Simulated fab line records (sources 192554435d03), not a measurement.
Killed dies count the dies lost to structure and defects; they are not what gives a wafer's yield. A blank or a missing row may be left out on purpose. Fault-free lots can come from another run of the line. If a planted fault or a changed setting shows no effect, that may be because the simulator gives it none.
fab line records	flow n5_finfet
record: lots: 12	wafers: 36	last_day: 17
route steps=1938 shown BEOL_M4@1104 BEOL_M5@1120 PASSIVATION@1936
lots that met no fault: taken from a fault-free run of the same line
start_h: start of the lot's first displayed wafer, in hours after the record's first day	wait_h: how many hours have passed since the lot's step before this one	" same as the row above	L1.1+2: a single row standing in for several wafers	- either no value or no given start	* or withheld: withheld	< > ~ a bound
route shown NAME@n: NAME is a module with steps in the file, n the number in the route of the first one	usual: mean and standard deviation over wafers with no fault	same: alike in all rows	chamber/n: place in a boat	sites: readings site by site	_std_site: the standard deviation of these	_edge_site: outer sites' mean less inner sites'	radius_mm: for every site, how far away it sits from the centre of the wafer	mask NAME#n: copy n	behind: the most recent tool/chamber to have shaped the wafer	hold: cause of the lot's hold/its duration in hours/its outcome	device: names the non-switching transistor (n, p or np)	end of line: at the end of the route, the tests of the same wafers	a step without rows: its recipe alone	killed: at the first sort, the dies lost to defects and structure; wafer yield is something else	map: per-die view of a wafer (x killed, . not killed, _ where there is no die)
set.NAME: setting as actually run; set.NAME@STEP: the setting as run at that earlier step	model.NAME: the simulator's own value behind a step, which no gauge read
steps of the route over a sample of lots; a table a step, a row a wafer
services: the hour from which a tool's chamber was out of use, counted from the record's first day as start_h (under 0 if before that day), plus the number of hours and why
== steps ==
step: N5_BEOL_M4_THK_MEAS_53
recipe: thk_meas_gauge: xrf	reads: Cu_of_BEOL_M4_ECD_50
usual: M4_THK: 40.8/1.3
lot.wafer	tool	chamber	start_h	wait_h	M4_THK[nm]
L257.1	film_metro-02	-	157.74	-	41.4
L257.3	"	-	"	"	41.4
L257.5	"	-	"	"	40.6
L258.3	film_metro-02	-	171.29	-	41.7
L258.5	"	-	"	"	42.6
L258.6	"	-	"	"	42.2
L261.1	film_metro-01	-	188.68	-	40.6
L261.2	"	-	"	"	41.4
L261.3	"	-	"	"	40.2
L259.1	film_metro-02	-	194.44	-	40.7
L259.4	"	-	"	"	42.8
L259.5	"	-	"	"	41.4
L263.1	film_metro-02	-	203.32	-	40.7
L263.2	"	-	"	"	42.4
L263.6	"	-	"	"	39.3
L262.2	film_metro-01	-	205.18	-	43.3
L262.3	"	-	"	"	39.9
L262.5	"	-	"	"	40.1
L267.1	film_metro-02	-	230.21	-	42.4
L267.3	"	-	"	"	39.7
L267.5	"	-	"	"	40.4
L265.3	film_metro-02	-	233.39	-	43.3
L265.4	"	-	"	"	43.4
L265.5	"	-	"	"	42.4
L269.2	film_metro-01	-	247.43	-	39.1
L269.4	"	-	"	"	41.3
L269.6	"	-	"	"	39.4
L272.1	film_metro-02	-	259.60	-	41.0
L272.3	"	-	"	"	39.2
L272.4	"	-	"	"	40.8
L277.2	film_metro-02	-	285.86	-	40.5
L277.3	"	-	"	"	42.5
L277.5	"	-	"	"	42.0
L276.1	film_metro-02	-	286.14	-	39.2
L276.2	"	-	"	"	42.4
L276.5	"	-	"	"	40.0
step: N5_BEOL_M4_CO_CAP_55
recipe: material: Co	target_thk_a: 20	temp_c: 200	precursor: CCTBA/H2	pressure_torr: 30	time_s: 102.1
usual: chamber_pressure_Torr: 30.01/0.068	heater_power_w: 220/23	susceptor_temp_C: 200.00/0.16
lot.wafer	tool	chamber	start_h	wait_h	chamber_pressure_Torr	heater_power_w	since_wet_clean_h	susceptor_temp_C
L257.1	cvd_co-01	0	157.82	0.0	30.17	221	699	200.16
L257.3	"	1	"	"	29.95	225	1137	199.92
L257.5	"	2	"	"	30.00	189	-	199.94
L258.3	cvd_co-01	2	171.48	0.0	30.08	185	253	200.05
L258.5	"	0	"	"	29.99	220	-	200.03
L258.6	"	1	"	"	30.08	224	-	200.04
L261.1	cvd_co-02	2	188.76	0.0	30.10	234	489	199.87
L261.2	"	1	"	"	30.15	194	52	200.43
L261.3	"	0	"	"	29.91	247	949	199.75
L259.1	cvd_co-01	1	194.52	0.0	29.99	228	1173	200.50
L259.4	"	1	"	"	29.89	230	-	200.35
L259.5	"	2	"	"	29.95	188	-	199.72
L263.1	cvd_co-01	1	203.40	0.0	30.11	226	1182	199.96
L263.2	"	2	"	"	29.86	190	285	199.99
L263.6	"	0	"	"	29.92	217	-	199.97
L262.2	cvd_co-01	1	205.25	0.0	29.96	227	1184	199.58
L262.3	"	0	"	"	30.06	210	747	199.95
L262.5	"	0	"	"	30.00	208	-	199.94
L267.1	cvd_co-01	0	230.29	0.0	30.00	213	772	199.80
L267.3	"	1	"	"	29.89	221	1209	199.98
L267.5	"	0	"	"	30.04	218	-	199.81
L265.3	cvd_co-02	2	233.47	0.0	30.00	240	534	200.12
L265.4	"	0	"	"	30.02	249	-	200.15
L265.5	"	2	"	"	29.98	233	-	200.05
L269.2	cvd_co-02	1	247.51	0.0	29.97	196	111	199.99
L269.4	"	0	"	"	30.02	250	-	199.72
L269.6	"	2	"	"	30.05	231	-	199.85
L272.1	cvd_co-02	2	259.68	0.0	30.03	235	560	199.89
L272.3	"	1	"	"	30.00	196	123	199.60
L272.4	"	1	"	"	29.90	190	-	199.89
L277.2	cvd_co-02	0	285.93	0.0	30.02	248	1046	200.19
L277.3	"	1	"	"	30.12	194	149	200.15
L277.5	"	1	"	"	30.09	195	-	199.89
L276.1	cvd_co-02	2	286.22	0.0	29.97	233	587	199.99
L276.2	"	1	"	"	30.04	198	150	199.84
L276.5	"	2	"	"	29.93	230	-	200.18
step: N5_BEOL_M4_RS_MEAS_58
recipe: thk_meas_gauge: four-point-probe	reads: Co_of_BEOL_M4_CO_CAP_55+Cu_of_BEOL_M4_ECD_50+Co_of_BEOL_M4_CVD_47+TaN_of_BEOL_M4_ALD_84
usual: M4_RS: 0.673/0.028
lot.wafer	tool	chamber	start_h	wait_h	M4_RS[ohm/sq]
L257.1	film_metro-02	-	158.03	0.1	0.663
L257.3	"	-	"	"	0.664
L257.5	"	-	"	"	0.680
L258.3	film_metro-01	-	171.68	0.1	0.657
L258.5	"	-	"	"	0.639
L258.6	"	-	"	"	0.651
L261.1	film_metro-02	-	188.94	0.0	0.663
L261.2	"	-	"	"	0.646
L261.3	"	-	"	"	0.671
L259.1	film_metro-01	-	194.70	0.0	0.672
L259.4	"	-	"	"	0.635
L259.5	"	-	"	"	0.656
L263.1	film_metro-02	-	203.61	0.1	0.675
L263.2	"	-	"	"	0.647
L263.6	"	-	"	"	0.713
L262.2	film_metro-02	-	205.47	0.1	0.614
L262.3	"	-	"	"	0.680
L262.5	"	-	"	"	0.678
L267.1	film_metro-01	-	230.48	0.0	0.647
L267.3	"	-	"	"	0.698
L267.5	"	-	"	"	0.681
L265.3	film_metro-02	-	233.65	0.1	0.633
L265.4	"	-	"	"	0.628
L265.5	"	-	"	"	0.649
L269.2	film_metro-01	-	247.69	0.1	0.712
L269.4	"	-	"	"	0.663
L269.6	"	-	"	"	0.703
L272.1	film_metro-02	-	259.86	0.0	0.660
L272.3	"	-	"	"	0.698
L272.4	"	-	"	"	0.663
L277.2	film_metro-01	-	286.12	0.1	0.683
L277.3	"	-	"	"	0.648
L277.5	"	-	"	"	0.654
L276.1	film_metro-01	-	286.41	0.0	0.713
L276.2	"	-	"	"	0.646
L276.5	"	-	"	"	0.699
step: N5_BEOL_M5_COAT_05
recipe: resist: CAR-EUV	spin_rpm: 1500	resist_thk_nm: 30
usual: exhaust_pa: 45.0/0.83	spin_speed_rpm: 1499.9/1.1
lot.wafer	tool	chamber	start_h	wait_h	exhaust_pa	spin_speed_rpm
L257.1	litho_track-05	0	159.94	-	44.4	1500.4
L257.3	"	0	"	"	44.1	1501.6
L257.5	"	0	"	"	44.3	1500.9
L258.3	litho_track-05	0	174.01	-	45.7	1501.7
L258.5	"	0	"	"	45.6	1499.6
L258.6	"	0	"	"	45.5	1500.5
L261.1	litho_track-05	0	190.78	-	44.7	1500.6
L261.2	"	0	"	"	43.7	1500.0
L261.3	"	0	"	"	44.1	1501.9
L259.1	litho_track-03	0	196.63	-	44.9	1499.4
L259.4	"	0	"	"	44.9	1500.7
L259.5	"	0	"	"	43.6	1500.3
L263.1	litho_track-05	0	205.89	-	44.0	1500.6
L263.2	"	0	"	"	45.3	1498.6
L263.6	"	0	"	"	44.6	1500.2
L262.2	litho_track-04	0	208.07	-	46.0	1500.3
L262.3	"	0	"	"	45.3	1499.0
L262.5	"	0	"	"	45.6	1500.3
L267.1	litho_track-04	0	232.94	-	44.7	1499.3
L267.3	"	0	"	"	45.1	1498.6
L267.5	"	0	"	"	44.3	1497.7
L265.3	litho_track-04	0	236.61	-	44.8	1500.1
L265.4	"	0	"	"	45.0	1500.8
L265.5	"	0	"	"	45.7	1498.7
L269.2	litho_track-05	0	250.40	-	44.9	1497.9
L269.4	"	0	"	"	45.5	1500.8
L269.6	"	0	"	"	44.4	1500.8
L272.1	litho_track-04	0	262.36	-	45.6	1501.2
L272.3	"	0	"	"	44.3	1499.0
L272.4	"	0	"	"	45.8	1499.4
L277.2	litho_track-03	0	289.18	-	44.9	1706.8
L277.3	"	0	"	"	45.4	1703.3
L277.5	"	0	"	"	45.7	1706.3
L276.1	litho_track-03	0	289.39	-	44.9	1705.8
L276.2	"	0	"	"	44.8	1705.9
L276.5	"	0	"	"	45.0	1704.7
step: N5_PASSIVATION_PROBE_49
usual: defect_limited_yield: 91.2/1.5	killed_at_M0_to_M3: 35/11	killed_at_M4_up: 13/5.6	killed_at_contacts: 13/6.3	killed_at_front_end: 38/12	killed_at_other: 3.7/2.9	killed_dies: 104/18	killed_open: 69/13	killed_short: 34/8.3	sort_bin_5_function: 5.2/0.95	sort_bin_6_memory: 3.3/0.68	sort_n_pass: 1076/18	sort_yield_pct: 91.2/1.5
same: gross_dies: 1180	killed_at_back_side: 0	sort_bin_4_leakage[%]: 0	sort_bin_8_speed[%]: 0
lot.wafer	tool	chamber	start_h	wait_h	defect_limited_yield[%]	killed_at_M0_to_M3	killed_at_M4_up	killed_at_contacts	killed_at_front_end	killed_at_other	killed_dies	killed_open	killed_short	sort_bin_5_function[%]	sort_bin_6_memory[%]	sort_n_pass	sort_yield_pct[%]
L263.1	prober-01	-	305.57	0.0	91.0	31	12	11	42	10	106	77	29	5.8	3.2	1074	91.0
L263.2	prober-01	-	305.62	0.1	92.2	38	16	8	21	9	92	65	24	4.0	3.5	1088	92.2
L263.6	prober-01	-	305.82	0.3	93.1	36	15	4	22	5	82	52	25	4.2	2.7	1098	93.1
L262.2	prober-01	-	311.56	0.1	92.3	29	16	9	33	4	91	62	26	4.3	3.1	1089	92.3
L262.3	prober-01	-	311.61	0.1	91.8	33	12	21	29	2	97	63	31	5.0	3.1	1083	91.8
L262.5	prober-01	-	311.71	0.2	93.6	41	7	17	10	1	76	49	23	3.5	2.7	1104	93.6
L267.1	prober-01	-	337.84	0.0	92.2	38	15	12	26	1	92	66	25	4.3	3.3	1088	92.2
L267.3	prober-01	-	337.94	0.1	91.4	27	17	9	47	1	101	69	29	4.7	3.7	1079	91.4
L269.4	prober-01	-	350.01	0.2	87.1	42	20	12	76	2	152	107	42	7.8	5.0	1028	87.1
L269.6	prober-01	-	350.11	0.3	88.7	52	24	15	39	3	133	85	48	6.6	4.2	1047	88.7
L276.1	prober-01	-	393.56	0.0	90.4	52	11	7	38	5	113	70	43	5.7	3.6	1067	90.4
L276.2	prober-01	-	393.61	0.1	90.7	56	13	8	31	2	110	79	30	5.5	3.5	1070	90.7
L276.5	prober-01	-	393.76	0.2	89.2	61	16	9	35	6	127	90	37	5.8	4.7	1053	89.2
killed by level:class
L263.1 STI_FIN_REVEAL:geometric_particle:open=11 MOL_CONTACT_COAG:geometric_particle:open=10 FIN_SAQP:geometric_particle:short=8 BEOL_M0_SAQP:geometric_particle:short=6 BEOL_M7:geometric_particle:open=6 BEOL_M0_SAQP:geometric_particle:open=5 BEOL_M3:geometric_particle:open=5 STARTING-WAFER:geometric_particle:open=5
L263.2 BEOL_M0:geometric_particle:open=10 BEOL_M0_SAQP:geometric_particle:open=9 MOL_CONTACT_COAG:geometric_particle:open=7 BEOL_M1:geometric_particle:open=7 BEOL_M8:geometric_particle:open=4 BEOL_M4:geometric_particle:open=4 STARTING-WAFER:geometric_particle:open=4 STI_FIN_REVEAL:geometric_particle:open=3
L263.6 BEOL_M0_SAQP:geometric_particle:short=7 BEOL_M0:geometric_particle:open=6 BEOL_M2:geometric_particle:open=6 BEOL_M3:geometric_particle:open=5 MOL_CONTACT_COAG:geometric_particle:open=4 BEOL_M0_SAQP:geometric_particle:open=4 BEOL_M7:geometric_particle:open=4 BEOL_M8:geometric_particle:open=4
L262.2 FIN_SAQP:geometric_particle:open=9 BEOL_M1:geometric_particle:open=7 BEOL_M4:geometric_particle:open=7 MOL_CONTACT_COAG:geometric_particle:open=6 BEOL_M0_SAQP:geometric_particle:open=6 STI_FIN_REVEAL:geometric_particle:open=5 BEOL_M0_SAQP:geometric_particle:short=5 FIN_SAQP:geometric_particle:short=4
L262.3 MOL_CONTACT_COAG:geometric_particle:open=16 BEOL_M0_SAQP:geometric_particle:short=11 BEOL_M0_SAQP:geometric_particle:open=8 STI_FIN_REVEAL:geometric_particle:open=7 FIN_SAQP:geometric_particle:open=5 MOL_CONTACT_COAG:geometric_particle:short=5 GATE_CUT:geometric_particle:short=4 BEOL_M1:geometric_particle:open=4
L262.5 MOL_CONTACT_COAG:geometric_particle:open=13 BEOL_M0_SAQP:geometric_particle:open=11 BEOL_M0_SAQP:geometric_particle:short=10 BEOL_M3:geometric_particle:open=8 BEOL_M1:geometric_particle:open=4 MOL_CONTACT_COAG:geometric_particle:short=3 BEOL_M2:geometric_particle:open=3 FIN_SAQP:geometric_particle:short=2
L267.1 BEOL_M0_SAQP:geometric_particle:short=11 STI_FIN_REVEAL:geometric_particle:open=10 MOL_CONTACT_COAG:geometric_particle:open=10 BEOL_M4:geometric_particle:open=10 BEOL_M0_SAQP:geometric_particle:open=9 BEOL_M2:geometric_particle:open=7 BEOL_M3:geometric_particle:open=4 FIN_SAQP:geometric_particle:short=3
L267.3 STI_FIN_REVEAL:geometric_particle:open=10 FIN_SAQP:geometric_particle:open=9 MOL_CONTACT_COAG:geometric_particle:open=8 BEOL_M0_SAQP:geometric_particle:short=7 BEOL_M0_SAQP:geometric_particle:open=6 BEOL_M4:geometric_particle:open=6 BEOL_M2:geometric_particle:open=5 FIN_SAQP:geometric_particle:short=4
L269.4 FIN_SAQP:geometric_particle:open=32 FIN_SAQP:geometric_particle:short=21 BEOL_M0_SAQP:geometric_particle:open=15 MOL_CONTACT_COAG:geometric_particle:open=11 BEOL_M0_SAQP:geometric_particle:short=9 BEOL_M4:geometric_particle:open=8 GATE_CUT:geometric_particle:open=7 STI_FIN_REVEAL:geometric_particle:open=6
L269.6 MOL_CONTACT_COAG:geometric_particle:open=12 BEOL_M0_SAQP:geometric_particle:short=11 BEOL_M0_SAQP:geometric_particle:open=11 BEOL_M4:geometric_particle:open=11 BEOL_M1:geometric_particle:open=8 BEOL_M2:geometric_particle:open=7 BEOL_M3:geometric_particle:open=7 STI_FIN_REVEAL:geometric_particle:open=5
L276.1 BEOL_M0_SAQP:geometric_particle:short=15 STI_FIN_REVEAL:geometric_particle:open=10 BEOL_M3:geometric_particle:open=10 BEOL_M2:geometric_particle:open=8 MOL_CONTACT_COAG:geometric_particle:open=7 BEOL_M1:geometric_particle:open=7 BEOL_M0_SAQP:geometric_particle:open=6 GATE_CUT:geometric_particle:short=6
L276.2 BEOL_M3:geometric_particle:open=13 BEOL_M2:geometric_particle:open=12 MOL_CONTACT_COAG:geometric_particle:open=8 BEOL_M0_SAQP:geometric_particle:open=7 BEOL_M0_SAQP:geometric_particle:short=7 BEOL_M1:geometric_particle:open=6 FIN_SAQP:geometric_particle:open=5 BEOL_M7:geometric_particle:open=5
L276.5 BEOL_M3:geometric_particle:open=12 BEOL_M1:geometric_particle:open=11 STI_FIN_REVEAL:geometric_particle:open=10 BEOL_M0_SAQP:geometric_particle:open=10 BEOL_M2:geometric_particle:open=10 MOL_CONTACT_COAG:geometric_particle:open=9 BEOL_M0_SAQP:geometric_particle:short=9 FIN_SAQP:geometric_particle:short=5
== services ==
tool	chamber	start_h	hours	kind
cvd_co-01	-	226.69	1.1	repair
litho_track-04	-	277.02	-	consumable_replace:filter
cvd_co-02	-	279.31	1.3	repair
== key ==
first_sign: step: N5_BEOL_M5_COAT_05	reading: spin_speed_rpm	direction: up	sigmas: 99+	usual: *	struck: *
effect none on later readings
met_at N5_BEOL_M5_COAT_05
struck_lots L276,L277
not_acting_at N5_BEOL_M4_THK_MEAS_53,N5_BEOL_M4_CO_CAP_55,N5_BEOL_M4_RS_MEAS_58
onset_between 196.63 289.18
fault: kind: process_parameter_drift	tool: litho_track-03	chamber: -	onset_h: 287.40	steps: N5_BEOL_M5_COAT_05	channel: spin_rpm	offset: *	shape: step	end_h: 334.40	acts_in: *	stated: *
